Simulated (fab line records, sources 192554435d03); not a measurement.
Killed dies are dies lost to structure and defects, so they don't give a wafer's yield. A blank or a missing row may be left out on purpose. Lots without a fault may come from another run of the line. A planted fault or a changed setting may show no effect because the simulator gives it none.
Split-lot experiment | flow n5_finfet | 7 lots, 21 wafers read, on a route of 1938 steps

THE SPLIT
At N5_BEOL_M9_HM_DEP_02 (deposits TiN, target thk 20 nm), the setting target_thk_a was moved away from the recipe's 200 angstrom on 8 of the 21 wafers read, by -12.3% to +6.0%. The other wafers ran this setting at the recipe's value.

The reading is taken at the split's own step.

THE READING
TiN_of_BEOL_M9_HM_DEP_02.thk_nm (the simulator's own value, which no gauge read), in nm, at N5_BEOL_M9_HM_DEP_02 (deposits TiN, target thk 20 nm). The file gives no usual value for it. The 13 wafers here that ran the recipe average 19.9 nm, standard deviation 0.2 nm.

wafer  | tool, chamber at the split | target_thk_a as run, angstrom | against the recipe | TiN_of_BEOL_M9_HM_DEP_02.thk_nm, nm | against lot-mates on the recipe
L077.2 | pvd_sputter-03, -          | 200                           | recipe             | 20                                  | -
L077.5 | pvd_sputter-03, -          | 200                           | recipe             | 20                                  | -
L077.3 | pvd_sputter-03, -          | 212                           | +6.0%              | 21.4                                | +1.4
L083.1 | pvd_sputter-03, -          | 200                           | recipe             | 19.8                                | -
L083.4 | pvd_sputter-03, -          | 200                           | recipe             | 19.8                                | -
L083.5 | pvd_sputter-03, -          | 200                           | recipe             | 19.8                                | -
L085.1 | pvd_sputter-01, -          | 200                           | recipe             | 19.6                                | -
L085.4 | pvd_sputter-01, -          | 200                           | recipe             | 19.6                                | -
L085.2 | pvd_sputter-01, -          | 200                           | recipe             | 19.8                                | -
L086.3 | pvd_sputter-02, -          | 175.3                         | -12.3%             | 17.4                                | -2.8
L086.4 | pvd_sputter-02, -          | 200                           | recipe             | 20.4                                | -
L086.6 | pvd_sputter-02, -          | 200                           | recipe             | 20                                  | -
L089.1 | pvd_sputter-02, -          | 200                           | recipe             | 20                                  | -
L089.5 | pvd_sputter-02, -          | 177.3                         | -11.3%             | 17.8                                | -2.2
L089.6 | pvd_sputter-02, -          | 177.3                         | -11.3%             | 17.4                                | -2.6
L095.1 | pvd_sputter-01, -          | 200                           | recipe             | 20                                  | -
L095.2 | pvd_sputter-01, -          | 193.2                         | -3.4%              | 19.8                                | -0.2
L095.6 | pvd_sputter-01, -          | 193.2                         | -3.4%              | 19.6                                | -0.4
L094.2 | pvd_sputter-01, -          | 200                           | recipe             | 19.8                                | -
L094.3 | pvd_sputter-01, -          | 186                           | -7.0%              | 18.4                                | -1.4
L094.4 | pvd_sputter-01, -          | 186                           | -7.0%              | 18.6                                | -1.2

THE FIT
A straight line over all 21 wafers: TiN_of_BEOL_M9_HM_DEP_02.thk_nm changes by +0.205 nm for each +1% of target_thk_a; r = +0.97; the points scatter about the line by 0.24 nm.
The same after taking each lot's own level away (the mean of its wafers on the recipe; 21 wafers): +0.212 nm for each +1%; r = +0.98; scatter 0.18 nm.
On that fit, the largest move of target_thk_a shifts the reading by 2.6 nm.
The lots' own levels span 19.67 to 20.20 nm, that is 2.6 times the standard deviation above.
So the lot-to-lot level changes the slope little: the two slopes agree.
Check: with one of the wafers moved furthest among these (-12.3%) left out of the fit, the line predicts -2.48 nm for it against its lot-mates. It came out at -2.8 nm against them.

OTHER SPLITS ON THESE WAFERS
These wafers also went through other splits before the reading. Each is held against what the fit with the lots' levels taken away leaves over:
other split on the same wafers | wafers away from the commonest value | r with TiN_of_BEOL_M9_HM_DEP_02.thk_nm (lot level and that fit taken away)
N5_BEOL_M4_EXPOSE_08 dose_mj   | 8                                    | +0.02
N5_BEOL_M6_EXPOSE_25 dose_mj   | 9                                    | +0.07
N5_BEOL_M6_VIA_ETCH_34 time_s  | 8                                    | -0.41
N5_BEOL_M7_ETCH_41 source_w    | 6                                    | +0.44

THE FILE'S OWN FIT
TiN_of_BEOL_M9_HM_DEP_02.thk_nm changes by +0.213 nm for each +1% of target_thk_a, r = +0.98.
